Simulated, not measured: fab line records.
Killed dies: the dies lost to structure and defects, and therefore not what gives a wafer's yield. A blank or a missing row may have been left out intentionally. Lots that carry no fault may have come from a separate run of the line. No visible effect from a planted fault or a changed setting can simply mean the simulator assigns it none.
Comparing a struck lot with a sound one || flow n5_finfet || 14 steps out of a route of 1938
Sound: wafers L121.3, L121.4, L121.5. Struck: wafer L132.3. (L132.2 of the same lot was not struck and is left out.) The cause comes at the end.
At each step with rows: each side's tool, then ch and its chambers, then its first start. Under that, the readings that differ: sound wafers || struck wafers || difference of the means || sigmas: that difference in standard deviations of wafers without a fault.
alike: a reading whose means differ by less than 2 such deviations, as well as words and numbers matching on both sides. not compared: withheld readings; readings where some wafer has no value; bounds like >300 that might hide an equal value; numbers whose values overlap and for which the record gives no deviation.
A row with sigmas, a row that says differs or no value, or rows on one side alone: a step with any of these is where the two part. Numbers that don't overlap but have no deviation are shown without sigmas and don't part them. A reading that every wafer of one side lacks parts them only if that side has two wafers or more.

N5_BEOL_M5_SPUTTER_81: material Cu, target thk 15 nm, time 27.62 s.
  struck on pvd_sputter-02, day 13 16:20; sound on pvd_sputter-02, day 10 21:23
  alike: chuck_sensor_temp_C, throttle_valve_pct
then, 1 step without rows for these wafers: N5_BEOL_M5_ANNEAL_82 (time 1800 s).
N5_BEOL_M5_SPUTTER_83: material Cu, target thk 15 nm, time 27.62 s.
  struck on pvd_sputter-02, day 13 17:34; sound on pvd_sputter-02, day 10 22:28
  alike: chuck_sensor_temp_C, throttle_valve_pct
then, 1 step without rows for these wafers: N5_BEOL_M5_ANNEAL_84 (time 1800 s).
N5_BEOL_M5_SPUTTER_88: material Cu, target thk 15 nm, time 27.62 s.
  struck on pvd_sputter-02, day 13 18:47; sound on pvd_sputter-02, day 10 23:33
  alike: chuck_sensor_temp_C, throttle_valve_pct
N5_BEOL_M5_ANNEAL_89: time 1800 s.
  struck on pvd_sputter-02, day 13 18:52; sound on pvd_sputter-02, day 10 23:38
  alike: heater_power_w
N5_BEOL_M5_SPUTTER_90: material Cu, target thk 4.5 nm, time 8.29 s.
  struck on pvd_sputter-02, day 13 19:52; sound on pvd_sputter-02, day 11 00:38
  alike: chuck_sensor_temp_C, throttle_valve_pct
then, 3 steps without rows for these wafers: N5_BEOL_M5_ECD_50 (material Cu, target thk 300 nm); N5_BEOL_M5_ANNEAL_51 (time 90 s); N5_BEOL_M5_CMP_52 (polishes, stops on SiCOH lowk, t overpolish 6.9 s, target thk 62 nm).
N5_BEOL_M5_THK_MEAS_53: measures by xrf.
  struck on film_metro-01, day 13 20:41; sound on film_metro-01, day 11 01:27
{"reading": "M5_THK (nm)", "sound": "60.7 57.7 61.0", "struck": 63.0, "difference": "+3.2", "sigmas": "+2"}
then, 1 step without rows for these wafers: N5_BEOL_M5_PRE_CLEAN_77 (time 15 s).
N5_BEOL_M5_CO_CAP_78: material Co, precursor CCTBA/H2, target thk 2 nm, time 102.1 s.
  sound on cvd_co-01 ch 0,2, day 11 01:32; struck on cvd_co-02 ch 0, day 13 20:45
{"reading": "run_length_s (s)", "sound": "125.4 125.4 125.3", "struck": 184.0, "difference": "+58.6", "sigmas": "+99 or more"}
{"reading": "model.Co_of_BEOL_M5_CO_CAP_78.thk_nm (nm)", "sound": "1.8 1.8 2", "struck": 3.2, "difference": "+1.3", "sigmas": ""}
  alike: heater_power_w
then, 1 step without rows for these wafers: N5_BEOL_M5_PRE_CLEAN_55 (time 15 s).

== WHERE THEY PART ==
First at N5_BEOL_M5_THK_MEAS_53; last, within this record, at N5_BEOL_M5_CO_CAP_78.

WHY: whatever the simulator had introduced
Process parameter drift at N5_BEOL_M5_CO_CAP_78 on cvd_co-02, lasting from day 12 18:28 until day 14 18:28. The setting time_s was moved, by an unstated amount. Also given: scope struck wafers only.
